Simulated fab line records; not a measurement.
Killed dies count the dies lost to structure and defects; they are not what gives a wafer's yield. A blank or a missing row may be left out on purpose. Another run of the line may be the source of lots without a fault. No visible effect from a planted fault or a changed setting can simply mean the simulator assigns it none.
Matching of chambers || flow n5 finfet || N5_BEOL_M0_SAQP_ETCH_83 on rie diel-02: 4 sister chambers
The step etches SiARC in CF4, target depth 39 nm, time 65 s. 4 wafers are shown with their chamber, then 7 later ones without.

EACH WAFER AND ITS CHAMBER
{"wafer": "L083.5", "chamber": 1, "showerhead plenum p Torr (Torr)": 2.07}
{"wafer": "L087.3", "chamber": 2, "showerhead plenum p Torr (Torr)": 2.22}
{"wafer": "L092.2", "chamber": 3, "showerhead plenum p Torr (Torr)": 2.10}
{"wafer": "L092.5", "chamber": 0, "showerhead plenum p Torr (Torr)": 2.16}

WAFERS WHOSE CHAMBER IS MISSING
{"wafer": "L092.6", "showerhead plenum p Torr (Torr)": 2.06}
{"wafer": "L094.1", "showerhead plenum p Torr (Torr)": 2.22}
{"wafer": "L094.4", "showerhead plenum p Torr (Torr)": 2.16}
{"wafer": "L094.6", "showerhead plenum p Torr (Torr)": 2.10}
{"wafer": "L096.1", "showerhead plenum p Torr (Torr)": 2.16}
{"wafer": "L096.3", "showerhead plenum p Torr (Torr)": 2.10}
{"wafer": "L096.4", "showerhead plenum p Torr (Torr)": 2.22}

EACH ONE'S CHAMBER
{"wafer": "L092.6", "from the rows above": 1, "in truth": 1}
{"wafer": "L094.1", "from the rows above": 2, "in truth": 2}
{"wafer": "L094.4", "from the rows above": 0, "in truth": 0}
{"wafer": "L094.6", "from the rows above": 3, "in truth": 3}
{"wafer": "L096.1", "from the rows above": 0, "in truth": 0}
{"wafer": "L096.3", "from the rows above": 3, "in truth": 3}
{"wafer": "L096.4", "from the rows above": 2, "in truth": 2}
Placed correctly: 7 of 7. Number that these rows cannot place: 0. Placed wrongly: 0.
How it was worked out, from the rows above alone: a wafer's distance from a chamber is the root of the sum, over the readings, of the square of ((its reading less the chamber's mean) divided by the reading's scatter). If the next closest chamber is less than 2 further off than the closest, the wafer can't be placed; otherwise it belongs to the closest. A chamber's mean is the mean of its shown wafers. The scatter: root of mean squared gap, hidden wafer to nearest shown wafer, with one shown wafer a chamber.
